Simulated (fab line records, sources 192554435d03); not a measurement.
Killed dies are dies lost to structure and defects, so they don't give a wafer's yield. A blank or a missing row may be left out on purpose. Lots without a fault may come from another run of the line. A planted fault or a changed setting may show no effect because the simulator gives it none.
fab line records | flow n5_finfet
record lots=9 wafers=27 last_day=17
route steps=1938 shown BEOL_M4@1111 BEOL_M11@1536 PASSIVATION@1936
lots that met no fault: from a run of the same line without faults
start_h: hours from the record's first day to the start of the lot's first wafer shown | wait_h: hours since the lot's step before | " the same as in the row above | L1.1+2: a row that stands for several wafers | - no value, or no start given | * or withheld: withheld | < > ~ a bound
route shown NAME@n: a module of which the file shows steps, and the number in the route of the first | usual: mean/standard deviation of fault-free wafers | same: alike in all rows | chamber/n: place in a boat | sites: the reading at each site | _std_site: their standard deviation | _edge_site: outer sites' mean less inner sites' | radius_mm: how far each site lies from the wafer's centre | mask NAME#n: copy n | behind: the tool/chamber that last shaped the wafer | hold: why the lot was held/for how many hours/how that ended | device: the transistor (n, p or np) that didn't switch | end of line: the same wafers' tests at the end of the route | a step without rows: its recipe alone | killed: dies lost to structure and defects at the first sort, not the wafer's yield | map: a wafer's dies, x killed, . not, _ none there
set.NAME: the setting as run; set.NAME@STEP: as run at that earlier step | model.NAME: the simulator's own value behind a step, which no gauge read
steps of the route over a sample of lots; a table a step, a row a wafer
services: from which hour (start_h, from the record's first day; less than 0 if before it) a tool's chamber was out of use, for how many hours, and why
## steps
# step N5_BEOL_M4_RC_MEAS_101
# usual DIBL_N=37.5/2.5 DIBL_P=38/3.1 IOFF_N=0.19/0.059 IOFF_P=0.24/0.061 ION_N=679/16 ION_P=465/9.8 SS_N=72.0/0.8 SS_P=73.7/0.86 VT_N=248/4.5 VT_P=-249/3.5
# columns lot.wafer tool chamber start_h wait_h DIBL_N[mV/V] DIBL_P[mV/V] IOFF_N[nA/um] IOFF_P[nA/um] ION_N[uA/um] ION_P[uA/um] SS_N[mV/dec] SS_P[mV/dec] VT_N[mV] VT_P[mV]
L769.1 prober-01 0 188.43 0.0 35.7 36 0.15 0.19 673 458 71.9 72.4 253 -250
L769.4 " 0 " " 33.3 34 0.11 0.17 651 455 70.6 71.8 255 -253
L769.5 " 0 " " 37.1 38 0.18 0.24 669 461 71.6 73.8 248 -249
L771.2 prober-02 0 191.94 0.2 31.0 28 0.08 0.12 644 452 70.6 70.8 259 -255
L771.3 " 0 " " 33.5 33 0.12 0.18 679 467 69.8 72.5 253 -251
L771.6 " 0 " " 33.7 35 0.13 0.19 672 462 70.2 73.0 250 -250
L772.3 prober-01 0 215.59 0.3 33.7 34 0.12 0.17 662 453 71.2 72.9 255 -252
L772.5 " 0 " " 37.1 39 0.18 0.23 677 464 71.8 73.8 249 -246
L772.6 " 0 " " 41.1 44 0.31 0.34 705 477 73.1 75.8 244 -245
L776.2 prober-01 0 251.57 0.2 39.7 42 0.30 0.37 716 484 72.8 74.3 239 -239
L776.4 " 0 " " 33.7 34 0.13 0.19 670 461 72.0 72.9 252 -251
L776.5 " 0 " " 36.6 38 0.21 0.29 701 486 71.9 74.4 241 -244
L778.1 prober-02 0 253.23 0.0 35.6 35 0.15 0.17 660 448 71.4 73.2 250 -255
L778.3 " 0 " " 34.5 34 0.14 0.17 672 453 71.0 72.5 248 -255
L778.4 " 0 " " 37.2 38 0.18 0.22 678 450 71.9 73.9 246 -250
L779.1 prober-02 0 257.03 0.0 37.5 37 0.20 0.30 706 489 70.9 73.4 242 -244
L779.2 " 0 " " 36.4 34 0.16 0.23 689 470 72.0 72.9 249 -248
L779.5 " 0 " " 36.5 35 0.18 0.26 684 479 71.7 72.7 249 -244
L785.3 prober-02 0 288.15 0.3 37.6 37 0.19 0.24 683 463 72.1 73.9 249 -249
L785.4 " 0 " " 35.7 34 0.16 0.21 667 462 71.5 73.3 249 -250
L785.6 " 0 " " 37.4 36 0.20 0.24 685 466 72.0 73.8 244 -250
L786.3 prober-02 0 310.66 0.3 40.5 38 0.23 0.26 684 465 72.7 73.8 246 -249
L786.4 " 0 " " 38.6 36 0.17 0.22 662 460 73.0 73.4 250 -249
L786.5 " 0 " " 39.9 38 0.21 0.25 687 466 71.8 74.0 250 -248
L789.1 prober-02 0 317.13 0.0 36.5 37 0.18 0.22 681 462 72.6 73.0 250 -249
L789.3 " 0 " " 36.5 39 0.19 0.27 690 476 72.7 74.0 247 -247
L789.6 " 0 " " 36.0 37 0.15 0.20 677 461 72.3 73.7 253 -253
# step N5_BEOL_M11_ILD_DEP_00
# recipe material=SiCOH_lowk target_thk_a=3085.1 temp_c=300 precursor=DEMS/porogen pressure_torr=5 rf_w=500 time_s=58
# usual heater_power_w=319/63 showerhead_plenum_p_Torr=5.740/0.014 susceptor_temp_C=300.06/0.2 throttle_valve_pct=14.0/0.79
# columns lot.wafer tool chamber start_h wait_h heater_power_w showerhead_plenum_p_Torr susceptor_temp_C throttle_valve_pct
L769.1 pecvd-01 1 240.89 0.0 239 5.737 300.07 14.8
L769.4 " 1 " " 255 5.756 299.94 14.9
L769.5 " 2 " " 263 5.762 300.06 12.2
L771.2 pecvd-02 2 261.08 0.0 293 5.763 299.86 13.3
L771.3 " 0 " " 365 5.748 300.21 14.7
L771.6 " 2 " " 302 5.737 299.85 13.1
L772.3 pecvd-02 1 266.51 0.0 330 5.734 299.85 14.6
L772.5 " 1 " " 322 5.731 300.39 14.6
L772.6 " 2 " " 236 5.739 299.92 13.2
L778.1 pecvd-02 0 314.39 0.0 315 5.741 299.98 14.8
L778.3 " 1 " " 288 5.739 299.95 14.6
L778.4 " 2 " " 272 5.740 300.10 13.3
L779.1 pecvd-01 2 314.92 0.0 284 5.748 300.20 12.4
L779.2 " 0 " " 324 5.720 300.36 13.1
L779.5 " 2 " " 298 5.737 299.99 12.4
L776.2 pecvd-01 2 315.11 0.0 257 5.750 300.04 12.4
L776.4 " 0 " " 306 5.715 300.20 13.0
L776.5 " 1 " " 262 5.754 299.95 14.9
L785.3 pecvd-03 0 353.12 0.0 461 5.729 299.70 14.3
L785.4 " 0 " " 484 5.738 299.99 14.3
L785.6 " 1 " " 371 5.745 299.86 13.9
L786.3 pecvd-02 1 369.58 0.0 305 5.726 300.25 14.8
L786.4 " 2 " " 282 5.748 299.76 13.4
L786.5 " 0 " " 348 5.734 300.24 14.9
L789.1 pecvd-03 0 379.28 0.0 472 5.740 300.18 14.1
L789.3 " 1 " " 381 5.757 299.89 14.1
L789.6 " 0 " " 472 5.728 300.26 14.1
# step N5_BEOL_M11_CD_MEAS_11
# recipe target_cd_nm=64.1 landing_energy_ev=500 detector=se_inlens polarity=opening
# usual cd_nm=63.6/0.78
# columns lot.wafer tool chamber start_h wait_h cd_nm
L769.1 cd_sem-02 0 243.21 - 63.4
L769.4 " 0 " " 63.4
L769.5 " 0 " " 62.8
L771.2 cd_sem-03 0 264.49 - 64.3
L771.3 " 0 " " 64.1
L771.6 " 0 " " 63.1
L772.3 cd_sem-01 0 272.27 - 63.4
L772.5 " 0 " " 64.1
L772.6 " 0 " " 64.3
L778.1 cd_sem-01 0 317.40 - 64.7
L778.3 " 0 " " 62.9
L778.4 " 0 " " 64.5
L779.1 cd_sem-02 0 317.44 - 62.7
L779.2 " 0 " " 62.7
L779.5 " 0 " " 63.1
L776.2 cd_sem-01 0 317.60 - 62.4
L776.4 " 0 " " 63.9
L776.5 " 0 " " 63.7
L785.3 cd_sem-02 0 354.66 - 62.5
L785.4 " 0 " " 63.0
L785.6 " 0 " " 62.0
L786.3 cd_sem-02 0 372.46 - 63.7
L786.4 " 0 " " 62.4
L786.5 " 0 " " 63.4
L789.1 cd_sem-03 0 380.39 - 64.1
L789.3 " 0 " " 64.4
L789.6 " 0 " " 64.1
# step N5_BEOL_M11_STRIP_67
# recipe chemistry=CF4 resist=SiARC power_w=300 bias_power_w=75 pressure_mtorr=50 cf4_flow_sccm=150 rf_frequency_hz=6e+07
# usual bias_power_w=75.05/0.24 cf4_flow_sccm=150.0/0.47 drypump_motor_current_A=5.5/0.36 oes_product_au=0.79/0.082 power_w=300.2/0.93 rf_vpp_V=271.2/1.6 showerhead_plenum_p_Torr=1.79/0.056 throttle_valve_pct=13.62/0.23
# columns lot.wafer tool chamber start_h wait_h bias_power_w cf4_flow_sccm drypump_motor_current_A oes_product_au power_w rf_hours_counter_h rf_vpp_V showerhead_plenum_p_Torr throttle_valve_pct
L769.1 rie_diel-04 1 243.59 0.0 74.62 150.7 5.0 0.68 298.8 248 271.0 1.76 13.90
L769.4 " 3 " " 74.70 149.3 5.4 0.71 299.6 216 272.4 1.86 13.84
L769.5 " 2 " " 75.29 149.8 5.7 0.72 301.7 - 268.1 1.72 13.68
L771.2 rie_diel-02 1 264.81 0.0 75.41 150.5 6.0 0.70 299.6 229 272.2 1.79 13.92
L771.3 " 3 " " 75.52 149.8 5.7 0.85 301.2 67 272.9 1.89 13.79
L771.6 " 0 " " 75.48 151.0 4.7 0.96 301.1 - 270.9 1.78 13.43
L772.3 rie_diel-04 1 272.59 0.0 74.91 150.0 5.0 0.97 301.4 2 271.3 1.76 13.32
L772.5 " 0 " " 74.78 149.8 5.7 0.84 300.1 - 270.5 1.76 13.49
L772.6 " 1 " " 75.31 150.2 5.0 0.97 300.4 - 270.3 1.76 13.33
L778.1 rie_diel-02 0 317.96 0.0 - - - - - - - - -
L778.3 " 1 " " - - - - - - - - -
L778.4 " 2 " " - - - - - - - - -
L779.1 rie_diel-04 1 317.96 0.0 - - - - - - - - -
L779.2 " 3 " " - - - - - - - - -
L779.5 " 0 " " - - - - - - - - -
L776.2 rie_diel-06 2 318.00 0.0 - - - - - - - - -
L776.4 " 1 " " - - - - - - - - -
L776.5 " 0 " " - - - - - - - - -
L785.3 rie_diel-06 0 355.35 0.0 75.08 149.2 5.6 0.71 300.0 204 271.9 1.84 13.71
L785.4 " 1 " " 75.38 151.1 5.4 0.78 299.8 114 270.9 1.74 13.83
L785.6 " 1 " " 75.18 149.7 5.4 0.78 299.0 - 269.3 1.74 13.82
L786.3 rie_diel-02 1 373.00 0.0 74.79 150.1 6.0 0.95 301.8 4 270.5 1.78 13.41
L786.4 " 3 " " 75.06 149.2 5.7 0.81 299.8 101 273.8 1.88 13.85
L786.5 " 3 " " 75.27 148.8 5.7 0.81 299.8 - 273.8 1.88 13.87
L789.1 rie_diel-04 2 380.71 0.0 75.05 149.9 5.7 0.69 300.5 224 268.4 1.71 13.76
L789.3 " 1 " " 75.10 149.1 5.0 0.88 299.5 36 270.7 1.75 13.41
L789.6 " 1 " " 74.88 149.8 5.0 0.89 300.3 - 272.0 1.75 13.39
# step N5_BEOL_M11_CD_MEAS_18
# recipe pitch_nm=140 target_cd_nm=70
# usual cd_nm=69.7/0.91
# columns lot.wafer tool chamber start_h wait_h cd_nm
L769.1 cd_sem-01 - 243.87 0.0 68.1
L769.4 " - " " 69.9
L769.5 " - " " 68.1
L771.2 cd_sem-03 - 265.03 0.1 70.3
L771.3 " - " " 70.8
L771.6 " - " " 69.0
L772.3 cd_sem-01 - 272.81 0.1 70.5
L772.5 " - " " 69.9
L772.6 " - " " 70.3
L778.1 cd_sem-03 - 318.18 0.0 70.4
L778.3 " - " " 69.4
L778.4 " - " " 70.9
L776.2 cd_sem-02 - 318.22 - 68.4
L776.4 " - " " 69.9
L776.5 " - " " 70.3
L779.1 cd_sem-01 - 318.28 0.1 68.8
L779.2 " - " " 69.2
L779.5 " - " " 68.5
L785.3 cd_sem-03 - 355.71 0.1 68.2
L785.4 " - " " 68.9
L785.6 " - " " 67.9
L786.3 cd_sem-02 - 373.23 0.1 68.9
L786.4 " - " " 69.1
L786.5 " - " " 69.4
L789.1 cd_sem-03 - 380.93 0.0 69.8
L789.3 " - " " 70.1
L789.6 " - " " 69.5
# step N5_BEOL_M11_VIA_ETCH_34
# recipe chemistry=C4F6/O2 target=SiCOH_lowk target_depth_a=1845 mask_material=SOC taper_deg=4 time_s=69.2 ion_energy_ev=250 pressure_mtorr=30 source_w=345 bias_w=185 Ar_flow_sccm=300 C4F6_flow_sccm=10 O2_flow_sccm=10
# usual drypump_motor_current_A=5.6/0.37 oes_product_au=0.79/0.083 rf_vpp_V=677/20 showerhead_plenum_p_Torr=2.85/0.087 throttle_valve_pct=20.94/0.18
# columns lot.wafer tool chamber start_h wait_h drypump_motor_current_A oes_product_au rf_hours_counter_h rf_vpp_V showerhead_plenum_p_Torr throttle_valve_pct
L769.1 rie_diel-06 3 246.64 0.0 5.2 0.83 58 704 3.01 20.69
L769.4 " 1 " " 5.4 0.83 82 672 2.78 21.21
L769.5 " 1 " " 5.4 0.83 - 673 2.78 21.22
L771.2 rie_diel-06 2 265.90 0.0 6.1 0.77 154 674 2.81 20.72
L771.3 " 1 " " 5.4 0.83 87 672 2.78 21.23
L771.6 " 0 " " 5.6 0.74 - 657 2.96 21.10
L772.3 rie_diel-04 3 276.37 0.0 5.4 0.70 226 655 2.93 21.04
L772.5 " 3 " " 5.4 0.71 - 655 2.93 21.02
L772.6 " 0 " " 5.7 0.82 - 689 2.79 20.94
L776.2 rie_diel-02 1 323.01 0.0 6.0 0.26 246 712 2.79 20.88
L776.4 " 2 " " 5.8 0.32 55 657 2.80 20.55
L776.5 " 3 " " 5.7 0.30 - 666 2.96 20.86
L779.1 rie_diel-06 2 323.48 0.0 6.1 0.28 169 676 2.80 20.60
L779.2 " 3 " " 5.2 0.31 76 703 3.00 20.55
L779.5 " 3 " " 5.2 0.31 - 704 3.00 20.55
L778.1 rie_diel-02 2 328.65 0.0 5.8 0.33 57 655 2.79 20.53
L778.3 " 3 " " 5.7 0.31 85 664 2.95 20.86
L778.4 " 1 " " 6.0 0.25 247 712 2.79 20.85
L785.3 rie_diel-02 3 356.46 0.0 5.7 0.81 97 666 2.95 21.01
L785.4 " 2 " " 5.8 0.85 68 657 2.79 20.71
L785.6 " 1 " " 6.0 0.99 - 710 2.79 20.71
L786.3 rie_diel-06 2 374.05 0.0 6.1 0.74 183 674 2.79 20.77
L786.4 " 3 " " 5.2 0.80 91 703 2.99 20.73
L786.5 " 2 " " 6.1 0.73 - 675 2.79 20.76
L789.1 rie_diel-06 2 382.45 0.0 6.1 0.73 185 675 2.79 20.76
L789.3 " 1 " " 5.4 0.80 121 672 2.76 21.27
L789.6 " 2 " " 6.1 0.73 - 675 2.79 20.77
# step N5_BEOL_M11_OCD_MEAS_38
# usual trench_depth_nm=149/3.3
# columns lot.wafer tool chamber start_h wait_h trench_depth_nm
L769.1 ocd-01 - 246.92 - 149
L769.4 " - " " 151
L769.5 " - " " 152
L771.2 ocd-01 - 266.18 - 153
L771.3 " - " " 154
L771.6 " - " " 152
L772.3 ocd-01 - 276.66 - 146
L772.5 " - " " 147
L772.6 " - " " 144
L776.2 ocd-02 - 323.29 - -
L776.4 " - " " -
L776.5 " - " " -
L779.1 ocd-02 - 323.77 - -
L779.2 " - " " -
L779.5 " - " " -
L778.1 ocd-02 - 328.93 - -
L778.3 " - " " -
L778.4 " - " " -
L785.3 ocd-02 - 356.75 - 148
L785.4 " - " " 151
L785.6 " - " " 152
L786.3 ocd-01 - 374.33 - 151
L786.4 " - " " 148
L786.5 " - " " 151
L789.1 ocd-01 - 382.73 - 151
L789.3 " - " " 154
L789.6 " - " " 151
# step N5_PASSIVATION_PROBE_49
# usual defect_limited_yield=91.0/1.4 killed_at_M0_to_M3=35/10 killed_at_M4_up=14/5.5 killed_at_contacts=13/5.6 killed_at_front_end=41/11 killed_at_other=4/3.4 killed_dies=106/16 killed_on_rim=13/4 killed_open=68/12 killed_short=35/7.3 sort_bin_4_leakage=0.3/2.1 sort_bin_5_function=5.3/0.89 sort_bin_6_memory=3.4/0.67 sort_n_pass=1070/28 sort_yield_pct=90.7/2.4
# same gross_dies=1180 killed_at_back_side=0 sort_bin_8_speed[%]=0
# columns lot.wafer tool chamber start_h wait_h defect_limited_yield[%] killed_at_M0_to_M3 killed_at_M4_up killed_at_contacts killed_at_front_end killed_at_other killed_dies killed_on_rim killed_open killed_short sort_bin_4_leakage[%] sort_bin_5_function[%] sort_bin_6_memory[%] sort_n_pass sort_yield_pct[%]
L769.1 prober-01 - 301.42 0.0 90.1 53 15 3 41 5 117 17 73 39 0 6.1 3.5 1063 90.1
L769.4 prober-01 - 301.57 0.2 89.5 38 9 11 64 2 124 12 81 41 0 6.3 3.8 1056 89.5
L769.5 prober-01 - 301.62 0.2 91.5 44 6 16 34 0 100 12 70 25 0 5.4 2.6 1080 91.5
L776.2 prober-02 - 372.05 0.1 0 33 1081 13 53 0 1180 152 88 33 0 95.1 4.5 0 0
L776.4 prober-02 - 372.15 0.2 0 37 1091 18 31 3 1180 152 70 30 0 96.3 3.4 0 0
L776.5 prober-02 - 372.20 0.2 0 21 1097 16 42 4 1180 152 77 25 0 96.4 3.6 0 0
L778.1 prober-02 - 376.48 0.0 0 42 1084 6 47 1 1180 152 77 27 0 96.0 3.8 0 0
L778.3 prober-02 - 376.58 0.1 0 20 1117 18 22 3 1180 152 56 14 0 97.5 2.3 0 0
L778.4 prober-02 - 376.63 0.2 0 32 1097 11 40 0 1180 152 62 29 0 96.9 3.0 0 0
L779.1 prober-02 - 379.38 0.0 0 32 1099 6 39 4 1180 152 59 31 0 97.1 2.6 0 0
L779.2 prober-02 - 379.43 0.1 0 30 1087 14 48 1 1180 152 61 44 0 96.9 2.7 0 0
L779.5 prober-02 - 379.58 0.2 0 27 1095 11 43 4 1180 152 59 33 0 96.0 3.6 0 0
# killed by level:class
L769.1 STI_FIN_REVEAL:geometric_particle:open=13 BEOL_M0_SAQP:geometric_particle:open=11 BEOL_M1:geometric_particle:open=11 DUMMY_GATE:geometric_particle:short=8 BEOL_M0_SAQP:geometric_particle:short=8 BEOL_M1:geometric_particle:short=6 BEOL_M4:geometric_particle:open=5 DUMMY_GATE:geometric_particle:open=5
L769.4 DUMMY_GATE:geometric_particle:open=15 STI_FIN_REVEAL:geometric_particle:open=13 MOL_CONTACT_COAG:geometric_particle:open=9 BEOL_M0_SAQP:geometric_particle:short=9 BEOL_M0_SAQP:geometric_particle:open=8 BEOL_M2:geometric_particle:open=7 FIN_SAQP:geometric_particle:short=6 GATE_CUT:geometric_particle:open=5
L769.5 MOL_CONTACT_COAG:geometric_particle:open=12 BEOL_M1:geometric_particle:open=10 BEOL_M0_SAQP:geometric_particle:open=10 BEOL_M3:geometric_particle:open=8 STI_FIN_REVEAL:geometric_particle:open=7 FIN_SAQP:geometric_particle:short=6 BEOL_M0_SAQP:geometric_particle:short=6 BEOL_M2:geometric_particle:open=5
L776.2 BEOL_M11:area_etch=1057 FIN_SAQP:geometric_particle:open=13 MOL_CONTACT_COAG:geometric_particle:open=13 BEOL_M4:geometric_particle:open=12 BEOL_M2:geometric_particle:open=10 FIN_SAQP:geometric_particle:short=8 BEOL_M0_SAQP:geometric_particle:short=6 STI_FIN_REVEAL:geometric_particle:open=5
L776.4 BEOL_M11:area_etch=1079 BEOL_M1:geometric_particle:open=16 MOL_CONTACT_COAG:geometric_particle:open=15 BEOL_M0_SAQP:geometric_particle:short=8 STI_FIN_REVEAL:geometric_particle:open=7 DUMMY_GATE:geometric_particle:open=5 BEOL_M4:geometric_particle:open=5 BEOL_M3:geometric_particle:open=4
L776.5 BEOL_M11:area_etch=1076 MOL_CONTACT_COAG:geometric_particle:open=12 BEOL_M4:geometric_particle:open=11 DUMMY_GATE:geometric_particle:open=10 STI_FIN_REVEAL:geometric_particle:open=9 BEOL_M0_SAQP:geometric_particle:open=5 MOL_CONTACT_COAG:geometric_particle:short=4 BEOL_M0_SAQP:geometric_particle:short=4
L778.1 BEOL_M11:area_etch=1076 STI_FIN_REVEAL:geometric_particle:open=19 BEOL_M3:geometric_particle:open=12 BEOL_M2:geometric_particle:open=11 BEOL_M1:geometric_particle:open=8 MOL_CONTACT_COAG:geometric_particle:open=5 STI_FIN_REVEAL:geometric_particle:short=4 GATE_CUT:geometric_particle:short=4
L778.3 BEOL_M11:area_etch=1109 MOL_CONTACT_COAG:geometric_particle:open=16 STI_FIN_REVEAL:geometric_particle:open=7 BEOL_M1:geometric_particle:open=5 BEOL_M0_SAQP:geometric_particle:open=4 BEOL_M0:geometric_particle:open=4 BEOL_M3:geometric_particle:open=4 FIN_SAQP:geometric_particle:open=3
L778.4 BEOL_M11:area_etch=1089 BEOL_M1:geometric_particle:open=15 FIN_SAQP:geometric_particle:open=14 FIN_SAQP:geometric_particle:short=10 MOL_CONTACT_COAG:geometric_particle:open=7 BEOL_M0_SAQP:geometric_particle:short=7 STI_FIN_REVEAL:geometric_particle:open=5 MOL_CONTACT_COAG:geometric_particle:short=4
L779.1 BEOL_M11:area_etch=1089 FIN_SAQP:geometric_particle:short=12 BEOL_M1:geometric_particle:open=11 BEOL_M0_SAQP:geometric_particle:open=6 BEOL_M2:geometric_particle:open=6 DUMMY_GATE:geometric_particle:open=5 MOL_CONTACT_COAG:geometric_particle:open=5 STARTING-WAFER:geometric_particle:open=5
L779.2 BEOL_M11:area_etch=1074 GATE_CUT:geometric_particle:short=15 MOL_CONTACT_COAG:geometric_particle:open=11 STI_FIN_REVEAL:geometric_particle:open=9 BEOL_M0_SAQP:geometric_particle:open=7 FIN_SAQP:geometric_particle:short=6 FIN_SAQP:geometric_particle:open=5 BEOL_M0_SAQP:geometric_particle:short=5
L779.5 BEOL_M11:area_etch=1087 GATE_CUT:geometric_particle:short=11 STI_FIN_REVEAL:geometric_particle:open=10 MOL_CONTACT_COAG:geometric_particle:open=8 DUMMY_GATE:geometric_particle:open=6 BEOL_M1:geometric_particle:open=5 STARTING-WAFER:geometric_particle:short=4 GATE_CUT:geometric_particle:open=4
## services
# columns tool chamber start_h hours kind
rie_diel-04 0 222.79 11.3 repair
rie_diel-04 2 228.08 2.4 repair
pecvd-02 0 231.33 2.1 scheduled_down
rie_diel-02 0 234.65 - clean
rie_diel-02 0 234.65 - consumable_replace:focus_ring
rie_diel-02 0 234.65 19.3 scheduled_down
rie_diel-02 0 234.65 19.3 vent_cycle
pecvd-03 2 237.88 5.4 repair
rie_diel-04 1 249.86 - clean
rie_diel-04 1 249.86 - consumable_replace:focus_ring
rie_diel-04 1 249.86 12.2 scheduled_down
rie_diel-04 1 249.86 12.2 vent_cycle
rie_diel-06 2 299.45 8.1 repair
pecvd-03 2 309.52 7.6 repair
pecvd-01 1 319.44 7.1 repair
rie_diel-06 0 337.05 4.8 repair
rie_diel-02 1 338.56 - clean
rie_diel-02 1 338.56 - consumable_replace:focus_ring
rie_diel-02 1 338.56 16.8 scheduled_down
rie_diel-02 1 338.56 16.8 vent_cycle
rie_diel-04 3 361.23 - clean
rie_diel-04 3 361.23 - consumable_replace:focus_ring
rie_diel-04 3 361.23 19.9 scheduled_down
rie_diel-04 3 361.23 19.9 vent_cycle
## key
first_sign step=N5_BEOL_M11_STRIP_67 reading=tool_record direction=missing
effect step=N5_BEOL_M11_VIA_ETCH_34 reading=oes_product_au direction=down sigmas=5.9 usual=0.79 struck=0.30
effect step=N5_BEOL_M11_OCD_MEAS_38 reading=trench_depth_nm direction=missing
effect step=N5_PASSIVATION_PROBE_49 reading=killed_at_M4_up direction=up sigmas=99+ usual=14 struck=1094
more_kills_born_at N5_BEOL_M11_ETCH_66@rie_diel-02=6486 N5_BEOL_M11_ETCH_66@rie_diel-06=3250
met_at N5_BEOL_M11_STRIP_67
struck_lots L776,L778,L779
later_rows_left_out L776.2,L776.4,L776.5,L778.1,L778.3,L778.4,L779.1,L779.2,L779.5
not_acting_at N5_BEOL_M11_ILD_DEP_00,N5_BEOL_M11_CD_MEAS_11,N5_BEOL_M11_CD_MEAS_18
onset_between 272.59 317.96
fault kind=skipped_step_whole tool=rie_diel-02,rie_diel-04,rie_diel-06 chamber=- onset_h=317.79 steps=N5_BEOL_M11_STRIP_67 scope=struck_lots_only
# later_rows_left_out: the simulator's readings of these wafers behind a module that went badly wrong aren't trusted and aren't shown, but for the sort
